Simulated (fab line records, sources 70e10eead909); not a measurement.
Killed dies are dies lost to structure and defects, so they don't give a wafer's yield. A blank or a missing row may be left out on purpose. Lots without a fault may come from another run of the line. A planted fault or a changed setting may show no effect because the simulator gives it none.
Chamber matching | flow nand_harc | NHARC_A_CHANNEL_FILL_D2_ALD_02 on ald_hk-02: 4 sister chambers
The step deposits SiO2, target thk 6 nm, pulse time 10 s, ald cycles 60. 8 wafers are shown with their chamber, then 11 later ones without.

WAFERS WITH THEIR CHAMBER
wafer  | chamber | heater_power_w (W) | precursor_pulse_height_rel
L084.3 | 1       | 564                | 0.991
L083.5 | 3       | 454                | 1.008
L087.2 | 0       | 398                | 1.005
L087.5 | 0       | 389                | 0.992
L085.2 | 3       | 460                | 0.984
L085.3 | 2       | 411                | 1.011
L085.5 | 2       | 414                | 0.975
L086.1 | 1       | 528                | 1.031

WAFERS WITHOUT THEIR CHAMBER
wafer  | heater_power_w (W) | precursor_pulse_height_rel
L086.3 | 392                | 0.994
L086.6 | 546                | 1.023
L088.2 | 461                | 1.002
L088.3 | 537                | 0.990
L088.6 | 542                | 0.988
L089.2 | 548                | 0.992
L089.3 | 462                | 0.994
L089.4 | 407                | 1.036
L091.2 | 399                | 1.048
L091.5 | 547                | 1.022
L091.6 | 395                | 1.009

WHICH CHAMBER EACH WENT THROUGH
wafer  | from the rows above     | in truth
L086.3 | can't be placed: 0 or 2 | 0
L086.6 | 1                       | 1
L088.2 | 3                       | 3
L088.3 | 1                       | 1
L088.6 | 1                       | 1
L089.2 | 1                       | 1
L089.3 | 3                       | 3
L089.4 | can't be placed: 0 or 2 | 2
L091.2 | can't be placed: 0 or 2 | 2
L091.5 | 1                       | 1
L091.6 | can't be placed: 0 or 2 | 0
Placed correctly: 7 of 11. Can't be placed from these rows: 4 (the true chamber is among the candidates in 4). Placed wrongly: 0.
How it was worked out, from the rows above alone: a wafer's distance from a chamber is the root of the sum, over the readings, of the square of ((its reading less the chamber's mean) divided by the reading's scatter). The wafer belongs to the nearest chamber; if the next one is less than 2 further off, it can't be placed. A chamber's mean is the mean of its shown wafers. The scatter: the root of (the sum of the squares of (reading less its chamber's mean) over the shown wafers, divided by (wafers less chambers)).
